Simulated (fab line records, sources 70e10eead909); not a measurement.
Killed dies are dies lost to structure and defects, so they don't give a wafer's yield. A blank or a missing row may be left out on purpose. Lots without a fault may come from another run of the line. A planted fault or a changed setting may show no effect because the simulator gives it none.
Which tool did it? | flow nand_harc | 12 lots, 36 wafers sampled, at 5 steps of a route of 1159

WHAT THE GAUGES READ, wafer by wafer
NHARC_P_M0_CD_MEAS_09: target cd 90 nm. Usual: cd_nm 90.0 nm, standard deviation 0.57.
lot  | measured     | on        | cd_nm (nm)                          | flag
L162 | day 5 21:31  | cd_sem-02 | 90.1 90.2 89.9                      |
L163 | day 6 07:13  | cd_sem-02 | 91.1 90.7 90.3                      |
L164 | day 6 12:02  | cd_sem-03 | 90.5 89.8 90.1                      |
L166 | day 6 13:53  | cd_sem-02 | 89.2 89.8 89.4                      |
L165 | day 6 14:35  | cd_sem-03 | 89.7 89.7 89.3                      |
L169 | day 7 15:34  | cd_sem-03 | 89.6 89.6 89.6                      |
L171 | day 8 06:50  | cd_sem-03 | 106.8 107.3 106.8 106.8 106.9 107.2 | OFF
L174 | day 9 00:14  | cd_sem-03 | 102.5 103.7 103.1 102.6 103.2 103.3 | OFF
L177 | day 10 01:46 | cd_sem-01 | 88.6 88.9 89.0                      |
L178 | day 10 02:10 | cd_sem-02 | 89.8 90.2 89.8                      |
L182 | day 10 22:27 | cd_sem-01 | 89.7 88.8 89.0                      |
L183 | day 11 00:56 | cd_sem-01 | 90.1 90.0 90.0                      |

NHARC_P_M0_INSPECT_11. Usual: raw_defect_count 3.9, standard deviation 2.3.
lot  | measured     | on                | raw_defect_count | flag
L162 | day 5 21:38  | defect_inspect-01 | 2 1 5            |
L163 | day 6 07:20  | defect_inspect-01 | 2 4 5            |
L164 | day 6 12:09  | defect_inspect-02 | 3 7 2            |
L166 | day 6 14:01  | defect_inspect-02 | 10 5 7           |
L165 | day 6 14:42  | defect_inspect-02 | 10 3 7           |
L169 | day 7 15:41  | defect_inspect-02 | 1 2 3            |
L171 | day 8 09:08  | defect_inspect-02 | 0 2 4            |
L174 | day 9 13:19  | defect_inspect-02 | 2 5 5            |
L177 | day 10 01:53 | defect_inspect-02 | 5 3 5            |
L178 | day 10 02:18 | defect_inspect-02 | 3 6 7            |
L182 | day 10 22:34 | defect_inspect-02 | 4 3 5            |
L183 | day 11 01:04 | defect_inspect-02 | 3 6 4            |

NHARC_P_M0_CD_MEAS_16. Usual: cd_nm 89.9 nm, standard deviation 0.65.
lot  | measured     | on        | cd_nm (nm)                          | flag
L162 | day 5 21:59  | cd_sem-03 | 90.6 90.8 90.9                      |
L163 | day 6 07:43  | cd_sem-01 | 90.8 90.4 90.1                      |
L164 | day 6 12:31  | cd_sem-02 | 90.6 90.0 89.3                      |
L166 | day 6 14:23  | cd_sem-03 | 90.1 89.5 88.9                      |
L165 | day 6 15:04  | cd_sem-03 | 89.6 90.1 89.5                      |
L169 | day 7 16:02  | cd_sem-01 | 90.0 89.3 89.8                      |
L171 | day 8 09:30  | cd_sem-03 | 107.1 106.7 106.7 107.0 106.6 106.6 | OFF
L174 | day 9 14:13  | cd_sem-02 | 102.2 103.2 102.9 102.5 102.8 102.9 | OFF
L177 | day 10 02:15 | cd_sem-02 | 88.7 89.4 88.7                      |
L178 | day 10 02:40 | cd_sem-01 | 90.1 90.7 89.3                      |
L182 | day 10 22:56 | cd_sem-01 | 88.7 89.4 88.5                      |
L183 | day 11 01:28 | cd_sem-02 | 89.6 89.1 89.8                      |

WHICH TOOL RAN EACH LOT (tool, then ch and the chambers of the sampled wafers, then the start)
lot  | NHARC_P_CONTACT_ALD_22              | NHARC_P_M0_PEB_07
L162 | ald_metal-02 ch 1,2,3, day 5 15:57  | litho_track-04 ch 0, day 5 21:26
L163 | ald_metal-03 ch 1,3, day 5 23:45    | litho_track-01 ch 0, day 6 07:08
L164 | ald_metal-02 ch 0,1,2, day 6 06:23  | litho_track-06 ch 0, day 6 11:57
L166 | ald_metal-02 ch 0,2,3, day 6 11:46  | litho_track-06 ch 0, day 6 13:49
L165 | ald_metal-03 ch 0,1,2, day 6 12:26  | litho_track-01 ch 0, day 6 14:30
L169 | ald_metal-01 ch 0,1, day 7 12:42    | litho_track-01 ch 0, day 7 15:29
L171 | ald_metal-02 ch 1,2, day 8 04:41    | litho_track-01 ch 0, day 8 06:46
L174 | ald_metal-01 ch 0,1, day 8 21:55    | litho_track-01 ch 0, day 9 00:09
L177 | ald_metal-03 ch 0,2,3, day 9 22:49  | litho_track-06 ch 0, day 10 01:41
L178 | ald_metal-02 ch 0,3, day 9 23:34    | litho_track-06 ch 0, day 10 02:05
L182 | ald_metal-02 ch 0,1,2, day 10 16:25 | litho_track-04 ch 0, day 10 22:22
L183 | ald_metal-01 ch 1,2,3, day 10 22:49 | litho_track-04 ch 0, day 11 00:52
- NHARC_P_CONTACT_ALD_22: deposits TiN, target thk 3 nm, pulse time 1 s, ald cycles 150.
- NHARC_P_M0_PEB_07: peb time 65 s.

WHAT THE TOOLS THEMSELVES READ (means of the sampled wafers that have a number; where no wafer has one, the mark that the record gives instead)
NHARC_P_CONTACT_ALD_22. Usual: heater_power_w 1104 W, standard deviation 130; precursor_pulse_height_rel 1.001, standard deviation 0.019.
lot  | tool         | heater_power_w (W) | precursor_pulse_height_rel | flag
L162 | ald_metal-02 | 1124               | 1.016                      |
L163 | ald_metal-03 | 1090               | 1.035                      |
L164 | ald_metal-02 | 1030               | 1.000                      |
L166 | ald_metal-02 | 1203               | 1.007                      |
L165 | ald_metal-03 | 1122               | 1.003                      |
L169 | ald_metal-01 | 993                | 1.017                      |
L171 | ald_metal-02 | 1023               | 0.975                      |
L174 | ald_metal-01 | 1082               | 1.001                      |
L177 | ald_metal-03 | 1138               | 1.022                      |
L178 | ald_metal-02 | 1243               | 1.020                      |
L182 | ald_metal-02 | 1003               | 1.028                      |
L183 | ald_metal-01 | 1082               | 0.995                      |

NHARC_P_M0_PEB_07. Usual: heater_power_total_W 156.6 W, standard deviation 0.42; plate_temp_C 100.01 C, standard deviation 0.12.
lot  | tool           | heater_power_total_W (W) | plate_temp_C (C) | flag
L162 | litho_track-04 | 156.6                    | 100.05           |
L163 | litho_track-01 | 156.6                    | 100.08           |
L164 | litho_track-06 | 156.6                    | 100.16           |
L166 | litho_track-06 | 156.5                    | 100.05           |
L165 | litho_track-01 | 156.5                    | 100.14           |
L169 | litho_track-01 | 157.0                    | 100.02           |
L171 | litho_track-01 | 167.4                    | 104.94           | OFF
L174 | litho_track-01 | 167.9                    | 105.02           | OFF
L177 | litho_track-06 | 156.0                    | 99.89            |
L178 | litho_track-06 | 156.7                    | 99.96            |
L182 | litho_track-04 | 156.7                    | 99.92            |
L183 | litho_track-04 | 156.9                    | 100.03           |

THE ANSWER, worked out from the rows above alone
Rule: a lot is off if the mean of its wafers that have a number lies more than 3 standard deviations from the usual mean. A lot without any number at a reading at which 4 lots or more have one is off too. The other lots that the step has rows for count as sound. The gauges are gone through in route order, then the tools' own readings, and for those a lot's mean is taken as printed above. The first step at which some lot is off is used, and at that step the reading that is off furthest; a lot without a number counts as furthest.
Off: L171, L174, at NHARC_P_M0_CD_MEAS_09 (cd_nm).
A tool fits if, at a process step before that reading, it ran every lot that is off, and no sound lot after the first of them. The gauges at NHARC_P_M0_CD_MEAS_09 aren't tried: what is off there is off at NHARC_P_M0_PEB_07 too, on other tools, and a gauge's error can't cause that. One fits: litho_track-01 at NHARC_P_M0_PEB_07. Its last sound lot is L169 (day 7 15:29), its first lot that is off L171 (day 8 06:46): a fault that began between those two fits.
The tool's own readings at NHARC_P_M0_PEB_07 bear it out: on the lots that are off they differ by more than 5 times the standard deviation of the sound lots' means. heater_power_total_W reads 167.7 W there against 156.6 W on the sound lots; plate_temp_C reads 104.98 C there against 100.03 C on the sound lots.

WHAT THE SIMULATOR HAD PUT IN
Process parameter drift: litho_track-01, from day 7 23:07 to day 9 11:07, at NHARC_P_M0_PEB_07. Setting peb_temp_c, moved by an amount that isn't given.
Lots struck among those shown: L171, L174. The rule above found the same.
